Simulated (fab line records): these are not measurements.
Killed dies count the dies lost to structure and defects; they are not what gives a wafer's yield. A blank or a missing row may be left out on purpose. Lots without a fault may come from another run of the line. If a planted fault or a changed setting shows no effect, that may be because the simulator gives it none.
Matching of chambers | flow n5_finfet | N5_GATE_CUT_ETCH_58 on rie_diel-06: 4 sister chambers
The step etches SiNx in CH3F/O2, target depth 17 nm, time 128.6 s. 20 wafers are shown with their chamber, then 10 later ones without.

## WAFERS, EACH WITH ITS CHAMBER
wafer  | chamber | showerhead_plenum_p_Torr (Torr) | drypump_motor_current_A (A) | oes_product_au (a.u.)
L081.1 | 2       | 2.10                            | 5.8                         | 0.74
L081.2 | 0       | 1.98                            | 5.7                         | 0.69
L081.6 | 3       | 1.90                            | 5.4                         | 0.69
L082.1 | 3       | 1.90                            | 5.3                         | 0.69
L082.3 | 1       | 1.96                            | 5.6                         | 0.80
L082.6 | 3       | 1.90                            | 5.4                         | 0.70
L083.1 | 1       | 1.96                            | 5.6                         | 0.80
L083.2 | 0       | 1.98                            | 5.7                         | 0.70
L083.3 | 2       | 2.10                            | 5.8                         | 0.74
L083.4 | 3       | 1.90                            | 5.4                         | 0.69
L083.5 | 2       | 2.10                            | 5.8                         | 0.75
L083.6 | 1       | 1.96                            | 5.6                         | 0.81
L084.1 | 2       | 2.09                            | 5.8                         | 0.74
L084.3 | 0       | 1.98                            | 5.7                         | 0.70
L084.5 | 2       | 2.10                            | 5.8                         | 0.74
L085.2 | 3       | 1.90                            | 5.4                         | 0.68
L085.3 | 1       | 1.96                            | 5.6                         | 0.79
L085.6 | 3       | 1.90                            | 5.4                         | 0.68
L087.1 | 1       | 1.95                            | 5.6                         | 0.79
L087.2 | 3       | 1.90                            | 5.4                         | 0.67

SIGNATURES (averages over the wafers above)
reading                  | chamber 0 | chamber 1 | chamber 2 | chamber 3 | scatter within a chamber
showerhead_plenum_p_Torr | 1.9800    | 1.9580    | 2.0980    | 1.9000    | 0.00316
drypump_motor_current_A  | 5.700     | 5.600     | 5.800     | 5.386     | 0.0231
oes_product_au           | 0.6967    | 0.7980    | 0.7420    | 0.6857    | 0.0079
Rule: distance of a wafer from a chamber = root of the sum over the readings of ((wafer's reading minus chamber's mean) / reading's scatter) squared. If the next closest chamber is less than 2 further off than the closest, the wafer can't be placed; otherwise it belongs to the closest. The scatter: the root of (the sum of the squares of (reading less its chamber's mean) over the shown wafers, divided by (wafers less chambers)).

## WAFERS WITHOUT THEIR CHAMBER
wafer  | showerhead_plenum_p_Torr (Torr) | drypump_motor_current_A (A) | oes_product_au (a.u.)
L087.6 | 1.95                            | 5.6                         | 0.80
L090.2 | 1.95                            | 5.6                         | 0.79
L090.3 | 2.09                            | 5.8                         | 0.73
L090.6 | 1.95                            | 5.7                         | 0.78
L092.3 | 1.95                            | 5.7                         | 0.78
L092.5 | 2.09                            | 5.8                         | 0.72
L092.6 | 1.95                            | 5.6                         | 0.79
L096.1 | 2.14                            | 5.4                         | 0.99
L096.5 | 1.97                            | 5.7                         | 0.95
L096.6 | 2.14                            | 5.4                         | 0.98

## WHICH CHAMBER EACH ONE RAN IN
wafer  | from the rows above | in truth
L087.6 | 1                   | 1
L090.2 | 1                   | 1
L090.3 | 2                   | 2
L090.6 | 1                   | 1
L092.3 | 1                   | 1
L092.5 | 2                   | 2
L092.6 | 1                   | 1
L096.1 | 2                   | 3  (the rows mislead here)
L096.5 | 1                   | 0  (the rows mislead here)
L096.6 | 2                   | 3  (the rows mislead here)
Correctly placed: 7 of 10. Can't be placed from these rows: 0. Placed wrongly: 3.
